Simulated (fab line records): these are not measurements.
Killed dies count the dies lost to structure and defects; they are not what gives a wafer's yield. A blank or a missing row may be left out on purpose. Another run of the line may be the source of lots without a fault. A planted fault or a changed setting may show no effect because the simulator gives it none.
Split-lot study | flow n5_finfet | 7 lots, 39 wafers read, on a route of 1938 steps

## ON THE SPLIT
At N5_BEOL_M6_ILD_DEP_00 (deposits SiCOH lowk from DEMS/porogen, target thk 179.75 nm, time 33.4 s), the setting target_thk_a was moved away from the recipe's 1797.5 angstrom on 15 of the 39 wafers read, by -53.2% to +57.9%. For the rest of the wafers, this setting stayed at what the recipe calls for.

## THE PATH FROM SPLIT TO READING: the file shows 1 step between them
- N5_BEOL_M6_CURE_74: cures SiCOH lowk, time 240 s

## THE READING
At N5_BEOL_M6_THK_MEAS_01: M6_ILD_THK, given in nm. On this fab line, fault-free wafers typically give 155.6 nm with a standard deviation of 2 nm.

wafer  | tool, chamber at the split | target_thk_a as run, angstrom | against the recipe | M6_ILD_THK, nm | against lot-mates on the recipe
L074.1 | pecvd-02, 1                | 2663                          | +48.2%             | 227.9          | +71.7
L074.2 | pecvd-02, 0                | 2663                          | +48.2%             | 228.8          | +72.6
L074.3 | pecvd-02, 2,1              | 1797.5                        | recipe             | 155.9          | -
L074.4 | pecvd-02, 2                | 2663                          | +48.2%             | 234.1          | +77.9
L074.5 | pecvd-02, 0                | 1797.5                        | recipe             | 156.9          | -
L074.6 | pecvd-02, 2,1              | 1797.5                        | recipe             | 155.8          | -
L079.1 | pecvd-03, 2,0,1            | 1797.5                        | recipe             | 156.8          | -
L079.2 | pecvd-03, 1                | 2266                          | +26.1%             | 194.3          | +37.6
L079.3 | pecvd-03, 0                | 2266                          | +26.1%             | 195.2          | +38.5
L079.4 | pecvd-03, 2                | 2266                          | +26.1%             | 197.7          | +41.0
L079.5 | pecvd-03, 2,0,1            | 1797.5                        | recipe             | 156.8          | -
L079.6 | pecvd-03, 2,0,1            | 1797.5                        | recipe             | 156.6          | -
L081.1 | pecvd-03, 0                | 1797.5                        | recipe             | 154.1          | -
L081.2 | pecvd-03, 1                | 841.7                         | -53.2%             | 69.7           | -84.7
L081.3 | pecvd-03, 2                | 1797.5                        | recipe             | 154.5          | -
L081.4 | pecvd-03, 0                | 841.7                         | -53.2%             | 74.0           | -80.4
L081.5 | pecvd-03, 1                | 1797.5                        | recipe             | 154.6          | -
L081.6 | pecvd-03, 2                | 841.7                         | -53.2%             | 73.5           | -80.9
L082.1 | pecvd-03, 1                | 1797.5                        | recipe             | 150.7          | -
L082.2 | pecvd-03, 0                | 1797.5                        | recipe             | 152.8          | -
L082.3 | pecvd-03, 1                | 1797.5                        | recipe             | 155.0          | -
L082.4 | pecvd-03, 0                | 2722                          | +51.4%             | 237.5          | +84.7
L082.5 | pecvd-03, 0                | 2722                          | +51.4%             | 237.1          | +84.3
L082.6 | pecvd-03, 1                | 2722                          | +51.4%             | 237.0          | +84.2
L083.2 | pecvd-01, 1                | 1797.5                        | recipe             | 153.6          | -
L083.3 | pecvd-01, 2                | 1797.5                        | recipe             | 154.2          | -
L083.4 | pecvd-01, 2                | 1797.5                        | recipe             | 157.4          | -
L093.1 | pecvd-01, 0                | 1797.5                        | recipe             | 157.8          | -
L093.2 | pecvd-01, 1                | 1797.5                        | recipe             | 156.0          | -
L093.3 | pecvd-01, 2                | 1797.5                        | recipe             | 158.0          | -
L093.4 | pecvd-01, 2                | 1797.5                        | recipe             | 158.9          | -
L093.5 | pecvd-01, 1                | 1797.5                        | recipe             | 158.1          | -
L093.6 | pecvd-01, 0                | 1797.5                        | recipe             | 159.8          | -
L095.1 | pecvd-01, 0                | 2839                          | +57.9%             | 246.1          | +88.8
L095.2 | pecvd-01, 2                | 1797.5                        | recipe             | 156.0          | -
L095.3 | pecvd-01, 1                | 2839                          | +57.9%             | 244.8          | +87.5
L095.4 | pecvd-01, 1                | 2839                          | +57.9%             | 245.5          | +88.2
L095.5 | pecvd-01, 2                | 1797.5                        | recipe             | 159.3          | -
L095.6 | pecvd-01, 0                | 1797.5                        | recipe             | 156.7          | -
The file does not say which wafer passed through which chamber wherever a row lists several chambers: such a row stands for several wafers.

FIT RESULTS
A straight line over all 39 wafers: M6_ILD_THK changes by +1.56 nm for each +1% of target_thk_a; r = +1.00; the points scatter about the line by 2.1 nm.
The same after taking each lot's own level away (the mean of its wafers on the recipe; 39 wafers): +1.55 nm for each +1%; r = +1.00; scatter 2 nm.
On that fit, the largest move of target_thk_a shifts the reading by 90 nm.
Measured against the standard deviation above, the lots' own levels, which go from 152.83 to 158.10 nm, span 2.6 times it.
Hence the lot-to-lot level has little effect on the slope; both slopes agree.
Check: with one of the wafers moved furthest among these (+57.9%) left out of the fit, the line predicts +90.3 nm for it against its lot-mates. Against them it came out at +88.8 nm.

## FURTHER SPLITS ON THESE WAFERS
Before the reading, these wafers also passed through other splits. Each is held against what the fit with the lots' levels taken away leaves over:
other split on the same wafers          | wafers away from the commonest value | r with M6_ILD_THK (lot level and that fit taken away)
N5_ZERO_LAYER_DEVELOP_10 develop_time_s | 18                                   | +0.27
N5_FIN_SAQP_HM_DEP_72 time_s            | 15                                   | -0.20
N5_SD_EPI_N_ETCH_45 target_depth_a      | 18                                   | +0.18
N5_GATE_CUT_DESCUM_18 time_s            | 18                                   | -0.32
N5_BEOL_M2_DESCUM_16 time_s             | 12                                   | -0.12

## THE WHOLE CHAIN: every reading that the file lists as answering this split, in the file's order
step                   | what it does                                                             | reading                                                                                  | change (the file's fit)              | r (the file's)
N5_BEOL_M6_ILD_DEP_00  | deposits SiCOH lowk from DEMS/porogen, target thk 179.75 nm, time 33.4 s | SiCOH_lowk_of_BEOL_M6_ILD_DEP_00.thk_nm (the simulator's own value, which no gauge read) | +1.78 nm for each +1% of the setting | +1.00
N5_BEOL_M6_CURE_74     | cures SiCOH lowk, time 240 s                                             | SiCOH_lowk_of_BEOL_M6_ILD_DEP_00.thk_nm (the simulator's own value, which no gauge read) | +1.56 nm for each +1% of the setting | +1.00
N5_BEOL_M6_THK_MEAS_01 |                                                                          | M6_ILD_THK                                                                               | +1.55 for each +1% of the setting    | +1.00

## FILE'S OWN FIT
M6_ILD_THK changes by +1.55 nm for each +1% of target_thk_a, r = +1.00.
